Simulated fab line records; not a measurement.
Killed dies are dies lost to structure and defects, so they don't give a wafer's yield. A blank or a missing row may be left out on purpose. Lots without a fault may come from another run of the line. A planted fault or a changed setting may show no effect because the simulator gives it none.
One fault through the eyes of 2 desks | flow nand harc | each desk has only its own numbers; what lay behind them comes last

## METROLOGY DESK
What the gauges read, lot by lot, whatever tool the lot ran on: means of the sampled wafers that have a number. If a lot's mean is further than 4 standard deviations from the usual mean, the lot is out of limits and carries the mark OUT (the distance appears in the brackets).
Columns: A = cd nm at NHARC_THIN_TSV_CD_MEAS_33, usual 4999.9 nm
lot  | first seen here | A
L983 | day 24 02:44    | 5003.1
L985 | day 24 18:28    | 5000.2
L984 | day 24 23:11    | 4998.6
L987 | day 25 00:25    | 5000.6
L986 | day 25 00:58    | 4997.7
L989 | day 27 06:14    | 4996.4
L996 | day 29 01:56    | 5002.2
L999 | day 30 09:43    | 5001.3
L104 | day 32 08:30    | 5003.7
L103 | day 32 09:38    | 5002.4
L106 | day 32 18:19    | 4999.5
L105 | day 32 19:32    | 5000.0
This desk found nothing out of limits on any of the 12 lots.

## AT THE TOOL OWNER'S DESK: cvd w-01
The tool's own readings at NHARC_A_WL_FILL_CVD_03 (deposits W, target thk 40 nm, time 279 s): means of the sampled wafers that have a number, for each lot that ran on this tool. If a lot's mean is further than 4 standard deviations from the usual mean, the lot is out of limits and carries the mark OUT (the distance appears in the brackets).
Columns: A = heater power w at NHARC_A_WL_FILL_CVD_03, usual 464 W; B = throttle valve pct at NHARC_A_WL_FILL_CVD_03, usual 8.0 %
lot  | first seen here | A   | B
L983 | day 20 11:58    | 402 | 8.2
L985 | day 21 04:08    | 396 | 8.1
L989 | day 23 07:24    | 379 | 8.5
L996 | day 25 12:14    | 376 | 8.0
L103 | day 28 15:08    | 369 | 8.1
L106 | day 29 00:20    | 371 | 8.1
This desk found nothing out of limits on any of the 6 lots.

## ALL TOGETHER
At the metrology desk, nothing out of limits was observed.
The desk of the tool owner found nothing out of limits.

## WHAT THE SIMULATOR HAD INSERTED
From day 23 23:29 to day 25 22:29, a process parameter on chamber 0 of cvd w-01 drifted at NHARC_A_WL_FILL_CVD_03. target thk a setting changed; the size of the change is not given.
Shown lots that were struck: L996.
